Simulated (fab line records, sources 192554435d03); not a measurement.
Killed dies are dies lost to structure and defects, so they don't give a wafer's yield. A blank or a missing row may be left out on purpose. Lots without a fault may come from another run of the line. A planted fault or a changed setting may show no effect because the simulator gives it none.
One fault seen from 2 desks | flow n5_finfet | each desk has only its own numbers; what lay behind them comes last

THE TOOL OWNER'S DESK: rie_diel-04
The tool's own readings at N5_BEOL_M11_STRIP_77 (strips in N2/H2, time 10 s): means of the sampled wafers that have a number, for each lot that ran on this tool. A lot is out of limits, marked OUT, if its mean lies more than 4 standard deviations from the usual mean; the brackets give that distance.
Columns: A = drypump_motor_current_A at N5_BEOL_M11_STRIP_77, usual 5.7 A; B = oes_product_au at N5_BEOL_M11_STRIP_77, usual 0.79 a.u.; C = rf_vpp_V at N5_BEOL_M11_STRIP_77, usual 59.2 V; D = showerhead_plenum_p_Torr at N5_BEOL_M11_STRIP_77, usual 2.56 Torr; E = throttle_valve_pct at N5_BEOL_M11_STRIP_77, usual 23.65 %
lot  | first seen here | A   | B    | C    | D    | E
L933 | day 10 06:33    | 5.7 | 0.79 | 59.7 | 2.57 | 23.62
L934 | day 10 23:34    | 6.0 | 0.75 | 58.9 | 2.55 | 23.60
L942 | day 13 03:39    | 5.4 | 0.78 | 58.5 | 2.54 | 23.69
L943 | day 13 12:31    | 5.7 | 0.86 | 58.4 | 2.52 | 23.53
L941 | day 13 20:32    | 5.8 | 0.92 | 58.9 | 2.51 | 23.56
L954 | day 16 18:06    | 5.4 | 0.76 | 58.9 | 2.53 | 23.72
This desk's finding: nothing out of limits on any of the 6 lots.

THE METROLOGY DESK
What the gauges read, lot by lot, whatever tool the lot ran on: means of the sampled wafers that have a number. A lot is out of limits, marked OUT, if its mean lies more than 4 standard deviations from the usual mean; the brackets give that distance.
Columns: A = cd_nm at N5_PASSIVATION_CD_MEAS_10, usual 3000.1 nm; B = PASS_OPEN_OVL at N5_PASSIVATION_OVL_MEAS_66, usual 1 nm
lot  | first seen here | A      | B
L933 | day 11 17:17    | 2997.9 | 5
L934 | day 12 06:57    | 3000.5 | 1
L938 | day 13 18:29    | 3000.0 | 4
L942 | day 14 15:26    | 3000.7 | 3
L943 | day 15 02:20    | 3003.2 | 1
L941 | day 15 10:02    | 2999.1 | 1
L949 | day 16 18:04    | 2999.9 | 2
L950 | day 16 18:21    | 2999.5 | 6
L953 | day 17 09:25    | 2999.4 | -3
L954 | day 18 01:50    | 3000.9 | 1
L956 | day 18 17:59    | 3000.3 | 2
This desk's finding: nothing out of limits on any of the 11 lots.

PUT TOGETHER
The tool owner's desk saw nothing out of limits.
The metrology desk saw nothing out of limits.

WHAT THE SIMULATOR HAD PUT IN
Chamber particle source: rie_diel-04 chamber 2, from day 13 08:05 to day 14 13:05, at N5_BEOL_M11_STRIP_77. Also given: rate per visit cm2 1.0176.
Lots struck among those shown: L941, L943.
